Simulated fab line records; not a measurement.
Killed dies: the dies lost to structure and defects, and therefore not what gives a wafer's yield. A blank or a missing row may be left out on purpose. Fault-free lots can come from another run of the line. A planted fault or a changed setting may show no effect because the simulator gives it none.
Matching of chambers	flow nand_harc	NHARC_THIN_TSV_ETCHBACK_48 on rie_diel-10 has 4 sister chambers
The step etches the open film in C4F8/Ar, target depth 1028.5 nm, time 405.17 s. 8 wafers are shown with their chamber, then 9 later ones without.

## EACH WAFER AND ITS CHAMBER
wafer	chamber	rf_vpp_V (V)	bias_w (W)
L082.1	2	546.2	300.9
L083.1	2	546.5	299.7
L086.1	0	547.8	302.2
L086.2	3	548.5	300.5
L086.5	1	544.4	299.5
L089.2	3	548.3	298.0
L089.5	1	543.4	299.5
L089.6	0	547.8	300.2

## WAFERS WHOSE CHAMBER IS MISSING
wafer	rf_vpp_V (V)	bias_w (W)
L088.2	549.6	300.4
L088.3	546.6	300.6
L088.5	543.6	299.9
L092.1	549.9	300.9
L092.2	545.0	300.9
L092.4	545.0	299.6
L095.2	544.8	300.2
L095.5	547.7	300.2
L095.6	546.6	300.4

## EACH ONE'S CHAMBER
wafer	from the rows above	in truth
L088.2	can't be placed: 3 or 0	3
L088.3	2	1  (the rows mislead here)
L088.5	1	1
L092.1	can't be placed: 3 or 0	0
L092.2	can't be placed: 1 or 2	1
L092.4	can't be placed: 1 or 2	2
L095.2	can't be placed: 1 or 2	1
L095.5	can't be placed: 0 or 3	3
L095.6	2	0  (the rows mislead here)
Correct placement for 1 of the 9. Unplaceable from these rows: 6, with the true chamber sitting among the candidates in 6. 2 placed wrongly.
How it was worked out, from the rows above alone: a wafer's distance from a chamber is the root of the sum, over the readings, of the square of ((its reading less the chamber's mean) divided by the reading's scatter). The wafer belongs to the nearest chamber; if the next one is less than 2 further off, it can't be placed. The mean given for a chamber averages the wafers shown for that chamber. How the scatter is found: for the shown wafers, subtract from each reading the mean of its chamber, square and add these, divide the total by (wafers less chambers), then take the root.
